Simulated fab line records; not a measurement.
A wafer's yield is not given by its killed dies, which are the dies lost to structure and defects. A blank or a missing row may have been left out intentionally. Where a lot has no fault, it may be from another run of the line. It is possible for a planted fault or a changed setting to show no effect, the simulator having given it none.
Lot-split experiment | flow n5 finfet | route with 1938 steps; 7 lots, 21 wafers read

== THE SPLIT ITSELF ==
At N5_MIM_TOP_LITHO_EXPOSE_05 (exposes mask MIM TOP, target cd 2000 nm), the setting dose mj was moved away from the recipe's 20.5 on 3 of the 21 wafers read, by -5.7% to +6.1%. This setting was run at the recipe's value on the other wafers.

== FROM THE SPLIT TO THE READING: what the file shows between them, 3 steps ==
- N5_MIM_TOP_LITHO_PEB_06
- N5_MIM_TOP_LITHO_DEVELOP_07: develop time 60 s
- N5_MIM_TOP_LITHO_HARDBAKE_09: time 120 s

== THE READING ==
At N5_MIM_TOP_LITHO_CD_MEAS_08: cd nm in nanometres, against a target cd of 2000 nm. A value of 2000.7 nm with a standard deviation of 2.3 nm is what fault-free wafers of this fab line usually give.

wafer  | tool, chamber at the split | dose mj as run | against the recipe | cd nm, nm | against lot-mates on the recipe
L074.2 | krf scanner-02, 0          | 20.96          | +2.2%              | 1999.2    | -3.5
L074.4 | krf scanner-02, 0          | 20.5           | recipe             | 2003.3    | -
L074.5 | krf scanner-02, 0          | 20.5           | recipe             | 2002.2    | -
L079.1 | krf scanner-02, 0          | 19.33          | -5.7%              | 2012.9    | +12.3
L079.2 | krf scanner-02, 0          | 20.5           | recipe             | 1999.2    | -
L079.6 | krf scanner-02, 0          | 20.5           | recipe             | 2002.0    | -
L086.2 | krf scanner-02, 0          | 20.5           | recipe             | 2000.9    | -
L086.5 | krf scanner-02, 0          | 21.76          | +6.1%              | 1984.6    | -15.8
L086.6 | krf scanner-02, 0          | 20.5           | recipe             | 1999.8    | -
L088.2 | krf scanner-02, 0          | 20.5           | recipe             | 2002.5    | -
L088.4 | krf scanner-02, 0          | 20.5           | recipe             | 2002.7    | -
L088.6 | krf scanner-02, 0          | 20.5           | recipe             | 2001.0    | -
L087.1 | krf scanner-01, 0          | 20.5           | recipe             | 2000.4    | -
L087.3 | krf scanner-01, 0          | 20.5           | recipe             | 2003.3    | -
L087.4 | krf scanner-01, 0          | 20.5           | recipe             | 2002.1    | -
L090.3 | krf scanner-01, 0          | 20.5           | recipe             | 2001.5    | -
L090.5 | krf scanner-01, 0          | 20.5           | recipe             | 2001.5    | -
L090.6 | krf scanner-01, 0          | 20.5           | recipe             | 1995.9    | -
L089.1 | krf scanner-02, 0          | 20.5           | recipe             | 2003.5    | -
L089.3 | krf scanner-02, 0          | 20.5           | recipe             | 2002.2    | -
L089.5 | krf scanner-02, 0          | 20.5           | recipe             | 2001.8    | -

FIT RESULTS
A straight line over all 21 wafers: cd nm changes by -2.3 nm for each +1% of dose mj; r = -0.92; the points scatter about the line by 2 nm.
The same after taking each lot's own level away (the mean of its wafers on the recipe; 21 wafers): -2.32 nm for each +1%; r = -0.95; scatter 1.4 nm.
That fit puts the effect of the largest move of dose mj on the reading at 14 nm.
The span of the lots' own levels, 1999.63 to 2002.75 nm, comes to 1.4 times the standard deviation stated above.
So the lot-to-lot level changes the slope little: the two slopes agree.
Check: -12.7 nm against its lot-mates is what the line predicts for one of the wafers moved furthest among these (+6.1%) when that wafer is left out of the fit. It came out at -15.8 nm against them.

== ADDITIONAL SPLITS CARRIED BY THESE WAFERS ==
Note: prior to the reading, these wafers also went through further splits. Each is held against what the fit with the lots' levels taken away leaves over:
other split on the same wafers    | wafers away from the commonest value | r with cd nm (lot level and that fit taken away)
N5_BEOL_M12_SPUTTER_44 power w    | 4                                    | -0.55
N5_BEOL_M13_TRENCH_ETCH_34 time s | 4                                    | +0.16
N5_BEOL_M15_PEB_26 peb time s     | 6                                    | +0.34
N5_MIM_TOP_SPUTTER_03 time s      | 5                                    | +0.22

== THE WHOLE CHAIN: every reading that the file lists as answering this split, in the file's order ==
step                        | what it does             | reading                                                              | change (the file's fit)              | r (the file's)
N5_MIM_TOP_LITHO_CD_MEAS_08 | target cd 2000 nm        | cd nm                                                                | -2.32 nm for each +1% of the setting | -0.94
N5_MIM_TOP_LITHO_DESCUM_10  | chemistry O2, time 7.9 s | MIM_TOP_LITHO.cd nm (the simulator's own value, which no gauge read) | -2.32 nm for each +1% of the setting | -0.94

== FILE'S OWN FIT ==
cd nm changes by -2.32 nm for each +1% of dose mj, r = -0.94.
